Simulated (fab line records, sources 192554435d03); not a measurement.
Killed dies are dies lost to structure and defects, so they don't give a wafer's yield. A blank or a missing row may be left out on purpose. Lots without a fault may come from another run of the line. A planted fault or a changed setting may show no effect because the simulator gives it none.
Problem report in the 8D (eight disciplines) form, filled by code | flow n5_finfet | the parts of the form that need people (team, actions taken, sign-off) are left out
Where a reading is given only as a bound, like >300, the bound stands for it, and a mean or a difference that rests on one is marked > or <: the true number lies beyond.

1. THE PROBLEM
raw_defect_count at N5_DUMMY_GATE_INSPECT_27 reads a mean of 901 on 1 wafer of 1 lot; wafers without a fault read 301 with a standard deviation of 77. That is +7.8 standard deviations from the usual mean.
The step: inspects for defects (brightfield).
First seen on wafer L527.2, day 4 10:44, on defect_inspect-02. The record holds 27 wafers of 9 lots with a number at this step. Rule for "out", or "out of limits": more than 4 standard deviations from the usual mean. The other wafers with a number count as sound.

2. WHAT IT IS AND WHAT IT IS NOT
question                    | is                | is not
which readings at this step | raw_defect_count  | -
which lots                  | L527              | L524, L525, L526, L529, L531, L537, L540, L542
which wafers of those lots  | L527.2            | L527.3, L527.4
read on which gauges        | defect_inspect-02 | defect_inspect-01
when                        | from day 4 10:44  | up to then (11 sound wafers); but 15 sound wafers of L529, L531, L537, L540, L542 came after

3. SUSPECTS, AND WHAT RULES EACH OUT
Counting: a tool at a process step up to the reading stays a suspect if it ran every lot that is out. Sound lots after the first of them don't rule it out here, since some wafers of a struck lot are sound.
- the gauge at N5_DUMMY_GATE_INSPECT_27: ruled out. All the wafers that are out were read on defect_inspect-02, but those of them that N5_SD_EPI_N_INSPECT_26 has rows for are out there too, on other tools.
- rie_si-03 at N5_DUMMY_GATE_ETCH_32 (etches SiO2 in CF4, target depth 3.5 nm, time 3.9 s): kept. It ran the lot that is out, L527 (day 4 10:14); its last sound lot up to then is L524 (day 3 12:11).
- wet_bench-04 at N5_DUMMY_GATE_PRECLEAN_51 (cleans in SC2, time 45 s): kept. It ran the lot that is out, L527 (day 4 10:38); its last sound lot up to then is L526 (day 4 03:53).
- Within rie_si-03 at N5_DUMMY_GATE_ETCH_32: the wafers that are out ran in chamber 3; their sound lot-mates ran in chambers 0, 2.
Left after counting: rie_si-03 at N5_DUMMY_GATE_ETCH_32, wet_bench-04 at N5_DUMMY_GATE_PRECLEAN_51.

4. THE CAUSE (what the simulator had put in)
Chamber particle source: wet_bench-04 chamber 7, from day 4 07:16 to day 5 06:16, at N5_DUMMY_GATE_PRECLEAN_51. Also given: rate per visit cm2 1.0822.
Counting left 2 suspects, and this tool is among them.

5. THE CHAIN OF EFFECTS, in route order
Each row: a reading whose mean over the struck wafers that have a number lies more than 3 standard deviations from the usual. Only readings for which the record gives a usual standard deviation are gone through. hours: the time from each lot's start at the first step in this table that gives one to its start at this step, as a median over the lots. sigmas: the change in usual standard deviations.
hours | step                     | reading             | usual | on struck wafers | change | sigmas
0     | N5_DUMMY_GATE_INSPECT_27 | raw_defect_count    | 301   | 901              | +600   | +7.8
1     | N5_SPACER0_INSPECT_04    | raw_defect_count    | 131   | 767              | +636   | +21
1     | N5_SD_EPI_N_INSPECT_11   | raw_defect_count    | 2.1   | >300             | >+298  | +99 or more
6     | N5_SD_EPI_N_INSPECT_26   | raw_defect_count    | 196   | 785              | +589   | +15
305   | N5_PASSIVATION_PROBE_49  | killed_at_front_end | 38    | 85               | +47    | +4.3
305   | N5_PASSIVATION_PROBE_49  | killed_on_rim       | 14    | 28               | +14    | +3.6
The process steps in it:
- N5_PASSIVATION_PROBE_49
Later measuring or inspecting steps at which every struck wafer that the step has a row for has a number for every such reading, and none has moved that far: N5_BEOL_M4_RC_MEAS_101.

6. WHAT WOULD HAVE CAUGHT IT SOONER
In this record the first reading out of limits at a measuring or inspecting step was taken at day 4 10:44, 3 hours after the fault began at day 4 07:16.
All the lots that are out (1) had begun N5_DUMMY_GATE_PRECLEAN_51 on wet_bench-04 by day 4 10:44. A hold on the tool at that time would have spared none of them.
